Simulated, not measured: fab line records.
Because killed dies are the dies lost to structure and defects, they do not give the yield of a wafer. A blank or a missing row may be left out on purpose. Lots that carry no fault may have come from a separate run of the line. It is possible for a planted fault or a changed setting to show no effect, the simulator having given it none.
A lot that was struck, set against a sound lot    flow n5_finfet    15 steps out of a route of 1938
Sound: the wafers L691.1, L691.2, L691.3. Struck: wafer L681.6. (L681.5 of the same lot was not struck and is left out.) The cause comes at the end.
At each step with rows: each side's tool, then ch and its chambers, then its first start. Under that, the readings that differ: sound wafers    struck wafers    difference of the means    sigmas: that difference in standard deviations of wafers without a fault.
alike: readings with means less than 2 such deviations apart, plus words and numbers identical on both sides. not compared: withheld readings, readings lacking a value on some wafer, bounds such as >300 that could conceal the same value, and numbers that have no deviation in the record and whose values overlap.
Wherever a step has rows on one side only, a row that says differs or no value, or a row with sigmas, the two part there. Numbers that have no deviation but don't overlap get no sigmas and don't part them. A reading that every wafer of one side lacks parts them only if that side has two wafers or more.

first, 8 steps without rows for these wafers: N5_BEOL_M3_COAT_68 (time 60 s, resist thk 12 nm); N5_BEOL_M3_COAT_76 (time 60 s, resist thk 5 nm); N5_BEOL_M3_COAT_22 (resist thk 30 nm); N5_BEOL_M3_EBR_24; N5_BEOL_M3_SOFTBAKE_23 (time 60 s); N5_BEOL_M3_EXPOSE_25 (exposes mask V2, defocus 5 nm); N5_BEOL_M3_PEB_26 (peb time 60 s); N5_BEOL_M3_DEVELOP_27 (develop time 30 s).
N5_BEOL_M3_CD_MEAS_28: target cd 25.7 nm, target cd y 23.3 nm.
  sound on cd_sem-02 ch 0, day 13 18:21; struck on cd_sem-01 ch 0, day 10 01:04
  alike: cd_nm
N5_BEOL_M3_OVL_MEAS_29:
  sound on overlay-02 ch 0, day 13 18:23; struck on overlay-02 ch 0, day 10 01:07
  alike: V2_OVL
N5_BEOL_M3_INSPECT_30: inspects for defects (brightfield).
  sound on defect_inspect-02 at day 13 18:26; struck on defect_inspect-02 at day 10 01:09
reading           sound        struck  difference  sigmas
raw_defect_count  446 433 271  610     +227        +2
N5_BEOL_M3_DESCUM_33: chemistry O2, time 7 s.
  sound on rie_diel-06 ch 1,2,3, day 13 18:29; struck on rie_diel-02 ch 3, day 10 01:12
  alike: drypump_motor_current_A, oes_product_au, rf_vpp_V, showerhead_plenum_p_Torr, throttle_valve_pct
  not compared: rf_hours_counter_h
N5_BEOL_M3_ETCH_77: etches underlayer in N2/H2, target depth 6.5 nm, time 5.2 s.
  sound on rie_diel-06 ch 1,2,3, day 13 18:31; struck on rie_diel-02 ch 3, day 10 01:13
reading                sound           struck  difference  sigmas
etch_rf_on_time_s (s)  5.19 5.23 5.08  6.79    +1.62       +18
  alike: drypump_motor_current_A, h2_flow_sccm, oes_product_au, rf_vpp_V, showerhead_plenum_p_Torr, throttle_valve_pct
  not compared: rf_hours_counter_h
N5_BEOL_M3_ETCH_69: etches SiARC in CF4, target depth 15.6 nm, time 26 s.
  sound on rie_diel-06 ch 1,2,3, day 13 18:32; struck on rie_diel-02 ch 3, day 10 01:16
  alike: drypump_motor_current_A, etch_rf_on_time_s, mfc_ar_sccm, oes_product_au, rf_vpp_V, showerhead_plenum_p_Torr, throttle_valve_pct
  not compared: rf_hours_counter_h
N5_BEOL_M4_RC_MEAS_101:
  sound on prober-01 ch 0, day 15 15:08; struck on prober-01 ch 0, day 11 15:19
reading        sound           struck  difference  sigmas
DIBL_N (mV/V)  36.9 36.5 37.9  33.3    -3.8        -3
DIBL_P (mV/V)  37.9 37.0 39.8  34.6    -3.6        -3
SS_N (mV/dec)  71.6 71.7 72.1  70.5    -1.3        -2
  alike: IOFF_N, IOFF_P, ION_N, ION_P, SS_P, VT_N, VT_P

== WHERE THEY PART ==
At N5_BEOL_M3_INSPECT_30 first; at N5_BEOL_M4_RC_MEAS_101 last (within this record only).

WHY: what the simulator had put in
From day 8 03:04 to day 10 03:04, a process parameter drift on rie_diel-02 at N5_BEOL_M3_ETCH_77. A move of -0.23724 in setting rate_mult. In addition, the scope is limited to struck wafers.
